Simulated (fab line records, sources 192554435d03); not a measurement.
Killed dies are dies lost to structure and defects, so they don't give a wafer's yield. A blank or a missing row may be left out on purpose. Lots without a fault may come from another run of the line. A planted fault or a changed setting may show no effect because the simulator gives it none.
Chamber matching | flow n5_finfet | N5_MOL_CONTACT_COAG_ALD_123 on ald_sin-01: 4 sister chambers
The step deposits SiNx, target thk 5 nm, pulse time 1 s, purge time 2 s. 8 wafers are shown with their chamber, then 10 later ones without.

WAFERS WITH THEIR CHAMBER
wafer  | chamber | heater_power_w (W) | precursor_pulse_height_rel
L074.1 | 3       | 705                | 0.957
L084.2 | 3       | 702                | 1.007
L084.5 | 1       | 987                | 0.989
L087.2 | 2       | 948                | 0.977
L087.3 | 0       | 922                | 0.975
L087.6 | 1       | 992                | 1.007
L088.2 | 2       | 953                | 0.983
L088.3 | 0       | 895                | 0.994

WAFERS WITHOUT THEIR CHAMBER
wafer  | heater_power_w (W) | precursor_pulse_height_rel
L088.4 | 997                | 0.998
L089.1 | 974                | 0.988
L089.4 | 890                | 1.008
L089.6 | 993                | 0.996
L090.3 | 985                | 0.984
L090.4 | 961                | 1.007
L090.6 | 897                | 1.007
L093.2 | 911                | 0.954
L093.3 | 967                | 1.007
L093.4 | 713                | 0.992

WHICH CHAMBER EACH WENT THROUGH
wafer  | from the rows above     | in truth
L088.4 | 1                       | 1
L089.1 | can't be placed: 1 or 2 | 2
L089.4 | 0                       | 0
L089.6 | 1                       | 1
L090.3 | 1                       | 1
L090.4 | can't be placed: 2 or 1 | 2
L090.6 | 0                       | 0
L093.2 | 0                       | 0
L093.3 | can't be placed: 2 or 1 | 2
L093.4 | 3                       | 3
Placed correctly: 7 of 10. Can't be placed from these rows: 3 (the true chamber is among the candidates in 3). Placed wrongly: 0.
How it was worked out, from the rows above alone: a wafer's distance from a chamber is the root of the sum, over the readings, of the square of ((its reading less the chamber's mean) divided by the reading's scatter). The wafer belongs to the nearest chamber; if the next one is less than 2 further off, it can't be placed. A chamber's mean is the mean of its shown wafers. The scatter: the root of (the sum of the squares of (reading less its chamber's mean) over the shown wafers, divided by (wafers less chambers)).
